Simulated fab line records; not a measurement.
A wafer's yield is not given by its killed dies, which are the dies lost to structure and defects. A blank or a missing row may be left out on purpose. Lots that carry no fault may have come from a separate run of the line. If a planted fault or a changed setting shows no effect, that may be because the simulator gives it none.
A lot that was struck, set against a sound lot -- flow n5-finfet -- 37 out of 1938 route steps
Sound: these wafers, L144.1, L144.3, L144.4. Struck: wafer L142.3 (left out: L142.4, L142.5 of the same lot, which were not struck); the cause appears at the end.
At each step with rows: each side's tool, then ch and its chambers, then its first start. Under that, the readings that differ: sound wafers -- struck wafers -- difference of the means -- sigmas: that difference in standard deviations of wafers without a fault.
alike: words and numbers the same on both sides, and readings whose means are apart by under 2 such deviations; not compared: readings that were withheld, readings missing a value for some wafer, numbers with overlapping values and no deviation given by the record, and bounds like >300 which may hide the same value.
Wherever a step has rows on one side only, a row that says differs or no value, or a row with sigmas, the two part there. When numbers do not overlap yet have no deviation, they are printed without sigmas and do not part them. Lack of a reading on every wafer of one side parts them only where that side has two or more wafers.

first, 9 steps without rows for these wafers: N5_BEOL_M4_ANNEAL_95 (time 240 s); N5_BEOL_M4_SPUTTER_96 (material Cu, target thk 4.5 nm, time 8.29 s); N5_BEOL_M4_ECD_50 (material Cu, target thk 300 nm); N5_BEOL_M4_ANNEAL_51 (time 90 s); N5_BEOL_M4_CMP_52 (polishes, stops on SiOC, t overpolish 6.8 s, target thk 40 nm); N5_BEOL_M4_PRE_CLEAN_60 (time 15 s); N5_BEOL_M4_CO_CAP_55 (material Co, precursor CCTBA/H2, target thk 2 nm, time 102.1 s); N5_BEOL_M4_PRE_CLEAN_56 (time 15 s); N5_BEOL_M4_DEP_57 (deposits SiCN from 3MS/NH3, target thk 8 nm, time 14 s).
N5_BEOL_M4_RC_MEAS_101:
  sound on prober-01 ch 0, day 13 14:38; struck on prober-01 ch 0, day 13 05:57
reading,sound,struck,difference,sigmas
DIBL_N (mV/V),33.8 33.8 35.0,37.5,+3.3,+2
IOFF_N (nA/um),0.109 0.109 0.123,0.166,+0.052,+2
VT_N (mV),256.1 256.4 253.4,249.8,-5.5,-2
  alike: DIBL_P, IOFF_P, ION_N, ION_P, SS_N, SS_P, VT_P
then, 24 steps without rows for these wafers: N5_BEOL_M5_ILD_DEP_00 (deposits SiCOH lowk from DEMS/porogen, target thk 140.64 nm, time 25.9 s); N5_BEOL_M5_CURE_79 (cures SiCOH lowk, time 240 s); N5_BEOL_M5_PECVD_70 (deposits SiO2 from TEOS/O2, target thk 16 nm, time 18 s); N5_BEOL_M5_HM_DEP_02 (deposits TiN, target thk 20 nm); N5_BEOL_M5_COAT_59 (time 60 s, resist thk 60 nm); N5_BEOL_M5_COAT_60 (time 60 s, resist thk 12 nm); N5_BEOL_M5_COAT_71 (time 60 s, resist thk 5 nm); N5_BEOL_M5_COAT_05 (resist thk 30 nm); N5_BEOL_M5_EBR_07; N5_BEOL_M5_SOFTBAKE_06 (time 60 s); N5_BEOL_M5_EXPOSE_08 (exposes mask M5, target cd 28 nm); N5_BEOL_M5_PEB_09 (peb time 60 s); N5_BEOL_M5_DEVELOP_10 (develop time 30 s); N5_BEOL_M5_DESCUM_16 (chemistry O2, time 7 s); N5_BEOL_M5_ETCH_72 (etches underlayer in N2/H2, target depth 6.5 nm, time 5.2 s); N5_BEOL_M5_ETCH_61 (etches SiARC in CF4, target depth 15.6 nm, time 26 s); N5_BEOL_M5_ETCH_62 (etches SOC in N2/H2, target depth 75 nm, overetch 15 nm, time 112.5 s); N5_BEOL_M5_STRIP_63 (strips in N2/H2); N5_BEOL_M5_STRIP_73 (strips in N2/H2); N5_BEOL_M5_STRIP_64 (strips in CF4); N5_BEOL_M5_HM_OPEN_17 (chemistry Cl2/BCl3, target TiN, target depth 20 nm, overetch 6 nm); N5_BEOL_M5_STRIP_19 (strips in O2); N5_BEOL_M5_COAT_65 (time 60 s, resist thk 60 nm); N5_BEOL_M5_COAT_66 (time 60 s, resist thk 12 nm).
N5_BEOL_M5_ALD_86: deposits TaN, pulse time 2 s, purge time 3 s, co reactant purge time 2 s.
  sound on ald-metal-03 ch 0,1,2, day 13 20:08; struck on ald-metal-04 ch 2, day 13 11:08
reading,sound,struck,difference,sigmas
ald-cycles,30 30 30,14,-16,
heater-power-outer-w (W),203 236 228,288,+66,+2
heater-power-w (W),369 452 425,498,+83,+2
  alike: precursor-vessel-temp-c
  not compared: model.TaN_of_BEOL_M5_ALD_86.thk-nm
-- a jump in the record: the struck wafers' starts before and after are 4 days apart (it breaks off in module BEOL_M5 and resumes in module BEOL_M15, where the first step shown is number 1830 of the route) --
N5_BEOL_M15_RC_MEAS_101:
  sound on prober-02 ch 0, day 17 04:49; struck on prober-01 ch 0, day 17 03:07
reading,sound,struck,difference,sigmas
COMB_M5 (S/m),2.3e-11 3.1e-11 3.5e-11,5.27e-10,+4.97e-10,+75
COMB_M5_max_site (S/m),3.1e-11 4.6e-11 4.8e-11,8.21e-10,+7.79e-10,+71
  alike: COMB_M10, COMB_M11, COMB_M12, COMB_M13, COMB_M14, COMB_M15, COMB_M6, COMB_M7, COMB_M8, COMB_M9, SERP_M10, SERP_M11, SERP_M12, SERP_M13, SERP_M14, SERP_M5, SERP_M6, SERP_M7, SERP_M8, SERP_M9
N5_PASSIVATION_PROBE_49:
  sound on prober-01 at day 17 22:04; struck on prober-01 at day 17 17:21
reading,sound,struck,difference,sigmas
defect-limited-yield (%),91.9 90.8 91.1,75.9,-15.4,-10
killed_at_M4_up,17 18 21,169,+150,+27
killed-at-contacts,13 18 16,2,-14,-3
killed-at-front-end,26 32 27,64,+36,+3
killed-dies,96 109 105,284,+181,+10
killed-on-rim,17 17 11,38,+23,+5
killed-short,29 30 32,50,+20,+2
sort_bin_4_leakage (%),0 0 0,13.47,+13.47,
sort-n-pass,1084 1071 1075,896,-181,-10
sort-yield-pct (%),91.9 90.8 91.1,75.9,-15.4,-10
  alike: killed_at_M0_to_M3, killed-at-other, killed-open, sort_bin_5_function, sort_bin_6_memory

WHERE THEY PART
At N5_BEOL_M4_RC_MEAS_101 first; at N5_PASSIVATION_PROBE_49 last (within this record only).

WHY: whatever the simulator had introduced
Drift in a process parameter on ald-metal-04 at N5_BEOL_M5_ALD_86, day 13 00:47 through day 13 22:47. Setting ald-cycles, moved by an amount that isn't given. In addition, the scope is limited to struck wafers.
